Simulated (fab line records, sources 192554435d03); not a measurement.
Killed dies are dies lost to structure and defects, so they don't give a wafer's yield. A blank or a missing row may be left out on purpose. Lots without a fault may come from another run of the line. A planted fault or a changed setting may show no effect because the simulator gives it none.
fab line records | flow n5_finfet
record lots=9 wafers=25 last_day=18
route steps=1938 shown BEOL_M2@863 BEOL_M4@1111
lots that met no fault: from a run of the same line without faults
start_h: hours from the record's first day to the start of the lot's first wafer shown | wait_h: hours since the lot's step before | " the same as in the row above | L1.1+2: a row that stands for several wafers | - no value, or no start given | * or withheld: withheld | < > ~ a bound
route shown NAME@n: a module of which the file shows steps, and the number in the route of the first | usual: mean/standard deviation of fault-free wafers | same: alike in all rows | chamber/n: place in a boat | sites: the reading at each site | _std_site: their standard deviation | _edge_site: outer sites' mean less inner sites' | radius_mm: how far each site lies from the wafer's centre | mask NAME#n: copy n | behind: the tool/chamber that last shaped the wafer | hold: why the lot was held/for how many hours/how that ended | device: the transistor (n, p or np) that didn't switch | end of line: the same wafers' tests at the end of the route | a step without rows: its recipe alone | killed: dies lost to structure and defects at the first sort, not the wafer's yield | map: a wafer's dies, x killed, . not, _ none there
set.NAME: the setting as run; set.NAME@STEP: as run at that earlier step | model.NAME: the simulator's own value behind a step, which no gauge read
steps of the route over a sample of lots; a table a step, a row a wafer
services: from which hour (start_h, from the record's first day; less than 0 if before it) a tool's chamber was out of use, for how many hours, and why
## steps
# step N5_BEOL_M2_STRIP_66
# recipe chemistry=CF4 resist=SiARC power_w=300 bias_power_w=75 pressure_mtorr=50 cf4_flow_sccm=150 rf_frequency_hz=6e+07
# usual drypump_motor_current_A=5.8/0.51 oes_product_au=0.77/0.083 rf_vpp_V=271.7/1.5 showerhead_plenum_p_Torr=1.82/0.06 throttle_valve_pct=13.56/0.25
# columns lot.wafer tool chamber start_h wait_h drypump_motor_current_A oes_product_au rf_hours_counter_h rf_vpp_V showerhead_plenum_p_Torr throttle_valve_pct
L951.3 rie_diel-06 3 135.93 0.0 5.7 0.91 17 274.9 1.90 13.30
L951.4 " 1 " " 5.9 0.68 - 269.3 1.71 14.14
L951.5 " 0 " " 5.8 0.68 - 269.8 1.77 13.95
L952.1 rie_diel-02 1 141.07 0.0 6.5 0.82 72 274.5 1.90 13.32
L952.3 " 0 " " 6.3 0.74 158 271.0 1.79 13.40
L952.6 " 1 " " 6.6 0.82 - 274.1 1.90 13.30
L953.1 rie_diel-05 0 149.31 0.0 5.9 0.93 12 270.6 1.76 13.12
L953.3 " 2 " " 5.5 0.93 4 273.2 1.91 13.34
L953.4 " 3 " " 4.8 0.71 184 271.6 1.86 13.71
L954.1 rie_diel-05 3 152.72 0.0 4.8 0.70 186 273.2 1.86 13.70
L954.3 " 1 " " 5.2 0.83 67 271.2 1.83 13.77
L954.6 " 3 " " 4.8 0.71 - 273.3 1.86 13.69
L960.4 rie_diel-02 3 198.33 0.0 5.8 0.67 242 270.2 1.76 13.73
L960.5 " 3 " " 5.8 0.67 - 269.1 1.76 13.73
L960.6 " 0 " " 6.3 0.73 - 272.0 1.78 13.45
L965.1 rie_diel-05 0 219.69 0.0 5.9 0.87 40 271.0 1.75 13.19
L965.4 " 3 " " 4.8 0.68 212 272.9 1.85 13.79
L965.6 " 2 " " 5.5 0.86 - 273.8 1.91 13.39
L967.4 rie_diel-02 0 230.47 0.0 6.3 0.73 - 271.2 1.78 13.46
L967.5 " 2 " " 5.9 0.73 - 272.9 1.85 13.61
L971.3 rie_diel-02 3 253.54 0.0 5.8 0.96 6 270.8 1.76 13.22
L971.4 " 0 " " 6.4 0.72 202 270.4 1.77 13.49
L974.2 rie_diel-02 1 275.10 0.0 6.6 0.77 114 272.1 1.88 13.42
L974.3 " 2 " " 5.9 0.70 228 270.2 1.84 13.66
L974.4 " 3 " " 5.7 0.92 13 269.5 1.76 13.20
# step N5_BEOL_M2_DESCUM_33
# recipe chemistry=O2 time_s=7 source_power_w=50 bias_power_w=20 pressure_mtorr=20 rf_frequency_hz=2.712e+07 temp_c=40 resist=CAR-EUV o2_flow_sccm=225
# usual drypump_motor_current_A=5.7/0.45 oes_product_au=0.79/0.098 rf_vpp_V=243.7/1.6 showerhead_plenum_p_Torr=2.12/0.083 temp_c=40.00/0.11 throttle_valve_pct=20.47/0.28
# columns lot.wafer tool chamber start_h wait_h drypump_motor_current_A oes_product_au rf_hours_counter_h rf_vpp_V showerhead_plenum_p_Torr temp_c throttle_valve_pct
L951.3 rie_diel-06 0 136.89 0.0 5.8 0.69 216 241.7 2.08 39.90 20.85
L951.4 " 0 " " 5.8 0.70 - 242.8 2.08 39.87 20.84
L951.5 " 3 " " 5.8 0.92 - 244.4 2.22 39.97 20.19
L952.1 rie_diel-06 0 141.86 0.0 5.8 0.70 217 242.4 2.08 39.97 20.86
L952.3 " 3 " " 5.8 0.92 20 244.5 2.22 39.74 20.19
L952.6 " 1 " " 5.9 0.68 - 241.3 1.97 40.17 20.91
L953.1 rie_diel-05 0 150.35 0.3 5.9 0.94 13 244.2 2.05 39.99 20.01
L953.3 " 1 " " 5.2 0.85 66 243.4 2.12 39.97 20.67
L953.4 " 3 " " 4.8 0.70 - 245.3 2.16 39.91 20.38
L954.1 rie_diel-06 0 153.38 0.0 5.8 0.70 223 243.1 2.08 40.02 20.87
L954.3 " 2 " " 5.1 0.73 173 240.7 2.01 40.09 20.82
L954.6 " 1 " " 5.9 0.68 - 240.4 1.96 39.96 20.90
L960.4 rie_diel-06 1 199.00 0.0 5.9 0.97 6 244.8 2.22 39.93 20.55
L960.5 " 3 " " 5.7 0.88 - 243.5 2.21 40.13 20.23
L960.6 " 0 " " 5.8 0.68 - 242.4 2.07 39.94 20.89
L965.1 rie_diel-06 2 220.55 0.1 5.1 0.71 202 240.9 2.00 40.02 20.86
L965.4 " 1 " " 5.9 0.95 17 246.2 2.22 39.95 20.55
L965.6 " 3 " " 5.7 0.86 - 245.2 2.21 39.90 20.25
L967.4 rie_diel-06 2 231.40 0.2 5.1 0.71 204 242.4 2.00 39.90 20.87
L967.5 " 2 " " 5.1 0.69 - 239.4 2.00 39.81 20.87
L971.3 rie_diel-06 2 254.37 0.0 5.1 0.69 215 242.4 2.00 40.13 20.87
L971.4 " 2 " " 5.1 0.70 - 241.9 2.00 40.01 20.89
L974.2 rie_diel-05 0 276.09 0.0 5.9 0.86 60 242.5 2.03 39.92 20.06
L974.3 " 2 " " 5.5 0.86 46 244.2 2.22 39.99 20.31
L974.4 " 3 " " 4.8 0.68 232 243.7 2.14 40.10 20.44
# step N5_BEOL_M2_ETCH_69
# recipe chemistry=CF4 target=SiARC target_depth_a=156 mask_material=CAR-EUV time_s=26 ion_energy_ev=80 pressure_mtorr=40 source_w=545 bias_w=36 Ar_flow_sccm=100 cf4_flow_sccm=100 ends=cleared
# usual drypump_motor_current_A=5.7/0.45 etch_rf_on_time_s=25.9/0.45 oes_product_au=0.68/0.082 rf_vpp_V=184.4/1.2 showerhead_plenum_p_Torr=2.17/0.084 throttle_valve_pct=15.65/0.27
# columns lot.wafer tool chamber start_h wait_h drypump_motor_current_A etch_rf_on_time_s oes_product_au rf_hours_counter_h rf_vpp_V showerhead_plenum_p_Torr throttle_valve_pct
L951.3 rie_diel-06 0 136.94 0.0 5.8 26.3 0.59 216 184.2 2.11 15.95
L951.4 " 0 " " 5.8 26.0 0.59 - 183.8 2.11 15.95
L951.5 " 3 " " 5.8 25.6 0.79 - 186.7 2.27 15.36
L952.1 rie_diel-06 0 141.91 0.0 5.8 26.1 0.59 217 184.1 2.11 15.94
L952.3 " 3 " " 5.7 25.6 0.78 20 185.1 2.27 15.37
L952.6 " 1 " " 5.9 26.2 0.58 - 182.6 2.03 16.15
L953.1 rie_diel-05 0 150.40 0.0 5.9 25.1 0.82 13 184.5 2.10 15.16
L953.3 " 1 " " 5.2 25.9 0.71 66 184.1 2.17 15.81
L953.4 " 3 " " 4.8 26.4 0.61 - 184.5 2.22 15.70
L954.1 rie_diel-06 0 153.43 0.0 5.8 26.1 0.59 223 184.6 2.11 15.98
L954.3 " 2 " " 5.1 26.5 0.62 173 181.8 2.05 15.91
L954.6 " 1 " " 5.9 26.1 0.57 - 182.0 2.03 16.17
L960.4 rie_diel-06 1 199.05 0.0 5.9 25.2 0.84 6 186.2 2.28 15.70
L960.5 " 3 " " 5.8 25.3 0.74 - 185.3 2.26 15.41
L960.6 " 0 " " 5.8 26.2 0.58 - 182.9 2.10 15.99
L965.1 rie_diel-06 2 220.60 0.0 5.1 26.1 0.60 202 183.0 2.04 15.97
L965.4 " 1 " " 5.9 16.1 1.07 17 185.2 2.28 15.73
L965.6 " 3 " " 5.7 25.4 0.73 - 184.8 2.26 15.42
L967.4 rie_diel-06 2 231.45 0.0 5.1 16.5 0.80 204 181.9 2.04 16.00
L967.5 " 2 " " 5.1 16.4 0.80 - 182.7 2.04 15.98
L971.3 rie_diel-06 2 254.42 0.0 5.1 25.9 0.60 215 183.0 2.03 16.00
L971.4 " 2 " " 5.1 16.4 0.80 - 183.3 2.03 15.99
L974.2 rie_diel-05 0 276.15 0.0 5.9 25.7 0.73 60 183.3 2.08 15.25
L974.3 " 2 " " 5.5 26.2 0.71 46 185.0 2.26 15.46
L974.4 " 3 " " 4.9 26.5 0.58 232 185.9 2.20 15.79
# step N5_BEOL_M2_ETCHBACK_99
# recipe chemistry=CHF3 target=SiO2 target_depth_a=50 time_s=10.4 source_w=215 bias_w=47 Ar_flow_sccm=200 CHF3_flow_sccm=12 ion_energy_ev=100 pressure_mtorr=30
# usual drypump_motor_current_A=5.7/0.48 oes_product_au=0.79/0.091 rf_vpp_V=242.5/2.8 showerhead_plenum_p_Torr=2.18/0.081 throttle_valve_pct=17.05/0.25
# columns lot.wafer tool chamber start_h wait_h drypump_motor_current_A oes_product_au rf_hours_counter_h rf_vpp_V showerhead_plenum_p_Torr throttle_valve_pct
L951.3 rie_diel-02 0 140.12 3.1 6.4 0.76 158 243.5 2.15 16.84
L951.4 " 1 " " 6.6 0.83 72 241.3 2.26 16.72
L951.5 " 3 " " 5.8 0.68 - 241.6 2.12 17.12
L952.1 rie_diel-02 0 143.59 1.5 6.4 0.76 159 242.1 2.15 16.88
L952.3 " 1 " " 6.5 0.83 73 242.3 2.26 16.73
L952.6 " 2 " " 5.9 0.74 - 247.6 2.22 16.96
L953.1 rie_diel-06 2 154.31 3.8 5.1 0.72 174 240.1 2.05 17.38
L953.3 " 1 " " 5.9 0.67 244 240.2 2.03 17.61
L953.4 " 3 " " 5.7 0.91 26 244.5 2.29 16.85
L954.1 rie_diel-02 3 157.43 3.9 5.7 0.67 224 241.6 2.12 17.13
L954.3 " 1 " " 6.6 0.81 77 242.6 2.26 16.72
L954.6 " 3 " " 5.7 0.68 - 242.2 2.12 17.14
L960.4 rie_diel-06 2 201.47 2.3 5.1 0.71 - 239.8 2.05 17.41
L960.5 " 1 " " 5.9 0.97 - 244.9 2.29 17.18
L960.6 " 3 " " 5.8 0.87 - 244.0 2.28 16.91
L965.1 rie_diel-05 1 222.81 2.1 5.2 0.82 93 247.2 2.17 17.29
L965.4 " 2 " " 5.5 0.89 26 242.3 2.29 16.87
L965.6 " 3 " " 4.8 0.69 - 242.2 2.22 17.18
L967.4 rie_diel-05 3 237.27 5.7 4.8 0.68 217 243.2 2.22 17.17
L967.5 " 3 " " 4.8 0.68 - 242.8 2.22 17.20
L971.3 rie_diel-05 2 260.75 6.2 5.5 0.85 40 241.9 2.28 16.91
L971.4 " 1 " " 5.2 0.78 107 247.0 2.16 17.32
L974.2 rie_diel-06 1 279.96 3.0 5.9 0.89 40 243.6 2.28 17.24
L974.3 " 3 " " 5.7 0.83 78 245.0 2.27 16.96
L974.4 " 2 " " 5.1 0.69 227 239.2 2.03 17.45
# step N5_BEOL_M4_RC_MEAS_101
# usual DIBL_N=35.9/1.4 DIBL_P=35.9/1.7 IOFF_N=0.155/0.023 IOFF_P=0.201/0.029 ION_N=672/8.8 ION_P=460/7 SS_N=71.6/0.48 SS_P=73.1/0.64 VT_N=250.0/3 VT_P=-251.6/3
# columns lot.wafer tool chamber start_h wait_h DIBL_N[mV/V] DIBL_P[mV/V] IOFF_N[nA/um] IOFF_P[nA/um] ION_N[uA/um] ION_P[uA/um] SS_N[mV/dec] SS_P[mV/dec] VT_N[mV] VT_P[mV]
L951.3 prober-02 0 170.23 0.3 34.6 35.1 0.131 0.195 667 460 71.7 73.3 250.4 -252.1
L951.4 " 0 " " 38.2 38.6 0.191 0.252 680 464 72.2 74.6 245.9 -250.6
L951.5 " 0 " " 37.1 37.4 0.174 0.229 672 459 71.7 74.0 247.3 -249.8
L952.1 prober-02 0 172.95 0.0 34.9 33.6 0.130 0.184 652 452 71.9 72.2 256.1 -249.7
L952.3 " 0 " " 34.1 33.5 0.120 0.181 660 455 71.0 72.6 254.3 -250.7
L952.6 " 0 " " 35.3 35.0 0.145 0.213 664 463 71.7 72.7 251.9 -250.3
L953.1 prober-02 0 182.94 0.0 35.3 34.0 0.146 0.207 672 469 71.8 72.6 252.7 -248.6
L953.3 " 0 " " 35.4 34.6 0.144 0.206 670 462 71.1 73.0 250.4 -247.5
L953.4 " 0 " " 36.0 36.0 0.163 0.232 688 475 72.0 73.2 248.6 -247.8
L954.1 prober-02 0 194.31 0.0 36.2 35.5 0.143 0.188 669 458 71.7 72.4 251.5 -255.1
L954.3 " 0 " " 37.7 36.6 0.163 0.202 666 456 72.1 73.5 251.0 -252.9
L954.6 " 0 " " 35.9 35.5 0.145 0.190 674 462 71.3 72.6 250.1 -252.0
L960.4 prober-02 0 234.46 0.5 33.1 31.8 0.114 0.162 657 454 71.0 72.5 251.4 -253.1
L960.5 " 0 " " 35.3 34.6 0.157 0.205 674 459 71.5 73.1 247.7 -252.2
L960.6 " 0 " " 33.2 32.0 0.117 0.164 674 458 69.9 71.5 253.3 -252.7
L965.1 prober-01 0 252.05 0.0 36.9 36.8 0.183 0.244 684 467 72.1 74.0 246.3 -249.6
L965.4 " 0 " " 37.7 37.6 0.198 0.260 671 463 72.6 73.6 244.0 -246.0
L965.6 " 0 " " 36.5 35.2 0.170 0.227 670 461 72.4 73.7 248.2 -249.3
L967.4 prober-01 0 269.64 0.5 39.0 37.3 0.177 0.217 675 457 71.8 74.6 250.3 -251.7
L967.5 " 0 " " 37.4 35.3 0.144 0.196 675 458 71.4 73.4 247.9 -251.1
L971.3 prober-02 0 286.78 0.3 38.5 39.4 0.195 0.250 685 464 72.4 73.7 248.6 -249.5
L971.4 " 0 " " 37.6 38.0 0.187 0.231 686 469 71.8 73.0 243.6 -249.3
L974.2 prober-02 0 311.64 0.2 35.6 34.0 0.141 0.186 649 448 71.7 72.6 255.4 -253.7
L974.3 " 0 " " 34.9 34.2 0.131 0.198 668 462 71.1 73.4 250.9 -251.9
L974.4 " 0 " " 33.5 32.8 0.113 0.168 654 454 71.0 72.6 256.9 -252.6
## services
# columns tool chamber start_h hours kind
rie_diel-05 2 118.45 - clean
rie_diel-05 2 118.45 - consumable_replace:focus_ring
rie_diel-05 2 118.45 - consumable_replace:showerhead
rie_diel-05 2 118.45 17.9 scheduled_down
rie_diel-05 2 118.45 17.9 vent_cycle
rie_diel-06 1 170.03 - clean
rie_diel-06 1 170.03 - consumable_replace:focus_ring
rie_diel-06 1 170.03 - consumable_replace:showerhead
rie_diel-06 1 170.03 12.2 scheduled_down
rie_diel-06 1 170.03 12.2 vent_cycle
rie_diel-06 0 200.31 15.8 repair
rie_diel-02 3 221.54 - clean
rie_diel-02 3 221.54 - consumable_replace:focus_ring
rie_diel-06 0 247.37 - clean
rie_diel-06 0 247.37 - consumable_replace:focus_ring
rie_diel-06 0 247.37 23.0 scheduled_down
rie_diel-06 0 247.37 23.0 vent_cycle
## key
first_sign step=N5_BEOL_M2_ETCH_69 reading=etch_rf_on_time_s direction=down sigmas=21 usual=* struck=*
effect step=N5_BEOL_M2_ETCH_69 reading=oes_product_au direction=up sigmas=2.3 usual=0.68 struck=0.87
met_at N5_BEOL_M2_ETCH_69
struck_lots L965,L967,L971
struck_wafers L965.4,L967.4,L967.5,L971.4
not_acting_at N5_BEOL_M2_STRIP_66,N5_BEOL_M2_DESCUM_33,N5_BEOL_M2_ETCHBACK_99
onset_between 199.05 220.60
fault kind=process_parameter_drift tool=rie_diel-06 chamber=- onset_h=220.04 steps=N5_BEOL_M2_ETCH_69 channel=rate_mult offset=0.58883 shape=step end_h=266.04 scope=struck_wafers_only
